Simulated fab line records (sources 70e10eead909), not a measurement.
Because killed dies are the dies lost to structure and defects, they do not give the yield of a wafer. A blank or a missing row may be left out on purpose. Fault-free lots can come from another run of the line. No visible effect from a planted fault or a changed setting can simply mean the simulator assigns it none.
Matching of chambers :: flow nand_harc :: NHARC_A_CHANNEL_HOLE_D2_DEP_01 on pecvd-03: 3 sister chambers
The step deposits SiON, target thk 140 nm. 6 wafers are shown with their chamber, then 10 later ones without.

EACH WAFER AND ITS CHAMBER
wafer: L089.6
chamber: 1
heater_power_w (W): 706
rf_fwd_power_W (W): 347.9

wafer: L090.1
chamber: 0
heater_power_w (W): 674
rf_fwd_power_W (W): 347.9

wafer: L090.2
chamber: 1
heater_power_w (W): 639
rf_fwd_power_W (W): 348.4

wafer: L090.3
chamber: 2
heater_power_w (W): 712
rf_fwd_power_W (W): 349.2

wafer: L094.1
chamber: 2
heater_power_w (W): 640
rf_fwd_power_W (W): 348.9

wafer: L094.3
chamber: 0
heater_power_w (W): 617
rf_fwd_power_W (W): 348.8

WAFERS WITH NO CHAMBER GIVEN
wafer: L094.4
heater_power_w (W): 648
rf_fwd_power_W (W): 348.6

wafer: L095.1
heater_power_w (W): 734
rf_fwd_power_W (W): 348.3

wafer: L095.3
heater_power_w (W): 655
rf_fwd_power_W (W): 348.3

wafer: L095.4
heater_power_w (W): 721
rf_fwd_power_W (W): 347.4

wafer: L093.2
heater_power_w (W): 721
rf_fwd_power_W (W): 348.2

wafer: L093.4
heater_power_w (W): 717
rf_fwd_power_W (W): 347.7

wafer: L093.6
heater_power_w (W): 714
rf_fwd_power_W (W): 349.4

wafer: L096.1
heater_power_w (W): 742
rf_fwd_power_W (W): 348.9

wafer: L096.4
heater_power_w (W): 658
rf_fwd_power_W (W): 349.3

wafer: L096.6
heater_power_w (W): 740
rf_fwd_power_W (W): 347.8

WHICH CHAMBER EACH ONE RAN IN
wafer: L094.4
from the rows above: can't be placed: 0 or 1 or 2
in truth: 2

wafer: L095.1
from the rows above: can't be placed: 1 or 0 or 2
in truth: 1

wafer: L095.3
from the rows above: can't be placed: 0 or 1 or 2
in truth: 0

wafer: L095.4
from the rows above: can't be placed: 1 or 0 or 2
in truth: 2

wafer: L093.2
from the rows above: can't be placed: 1 or 0 or 2
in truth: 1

wafer: L093.4
from the rows above: can't be placed: 1 or 0 or 2
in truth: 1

wafer: L093.6
from the rows above: can't be placed: 2 or 0 or 1
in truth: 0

wafer: L096.1
from the rows above: can't be placed: 2 or 1 or 0
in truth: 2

wafer: L096.4
from the rows above: can't be placed: 2 or 0 or 1
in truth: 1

wafer: L096.6
from the rows above: can't be placed: 1 or 0 or 2
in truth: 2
0 of 10 placed correctly. Unplaceable from these rows: 10, with the true chamber sitting among the candidates in 10. 0 placed wrongly.
How it was worked out, from the rows above alone: a wafer's distance from a chamber is the root of the sum, over the readings, of the square of ((its reading less the chamber's mean) divided by the reading's scatter). If the next closest chamber is less than 2 further off than the closest, the wafer can't be placed; otherwise it belongs to the closest. The mean given for a chamber averages the wafers shown for that chamber. The scatter: take each reading less its chamber's mean, square it, sum over the shown wafers, divide by the number of wafers less the number of chambers, and take the root.
